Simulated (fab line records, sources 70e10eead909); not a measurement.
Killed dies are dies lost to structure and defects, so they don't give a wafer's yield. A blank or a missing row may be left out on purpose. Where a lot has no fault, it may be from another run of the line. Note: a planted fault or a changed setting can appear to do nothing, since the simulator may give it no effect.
Chamber matching    flow nandHarc    rieDiel-13 running NHARC_P_BONDPAD_ETCH_37: 4 sister chambers
The step etches the open film in N2/H2, target depth 60 nm, overetch 18 nm, time 65.91 s. 8 wafers are shown with their chamber, then 8 later ones without.

## WAFERS PAIRED WITH THEIR CHAMBERS
wafer   chamber  drypumpMotorCurrentA (A)  showerheadPlenumPTorr (Torr)
L457.1  3        6.3                       2.18
L458.3  3        6.4                       2.18
L460.2  2        5.6                       2.16
L460.6  0        6.1                       2.15
L461.1  2        5.6                       2.16
L461.4  0        6.0                       2.15
L461.5  1        5.7                       2.14
L472.2  1        5.7                       2.13

## WAFERS MISSING THEIR CHAMBER
wafer   drypumpMotorCurrentA (A)  showerheadPlenumPTorr (Torr)
L472.3  6.3                       2.18
L472.6  5.7                       2.13
L474.2  5.6                       2.13
L474.3  6.3                       2.18
L474.5  5.7                       2.13
L473.3  6.4                       2.18
L473.4  5.6                       2.16
L473.6  5.6                       2.16

## WHICH CHAMBER EACH WENT THROUGH
wafer   from the rows above  in truth
L472.3  3                    3
L472.6  1                    1
L474.2  1                    1
L474.3  3                    3
L474.5  1                    1
L473.3  3                    3
L473.4  2                    2
L473.6  2                    2
Correct placement for 8 of the 8. Not placeable from these rows: 0. Wrongly placed: 0.
How it was worked out, from the rows above alone: a wafer's distance from a chamber is the root of the sum, over the readings, of the square of ((its reading less the chamber's mean) divided by the reading's scatter). The wafer belongs to the nearest chamber; if the next one is less than 2 further off, it can't be placed. Each chamber's mean is taken over the wafers shown for it. The scatter: take each reading less its chamber's mean, square it, sum over the shown wafers, divide by the number of wafers less the number of chambers, and take the root.
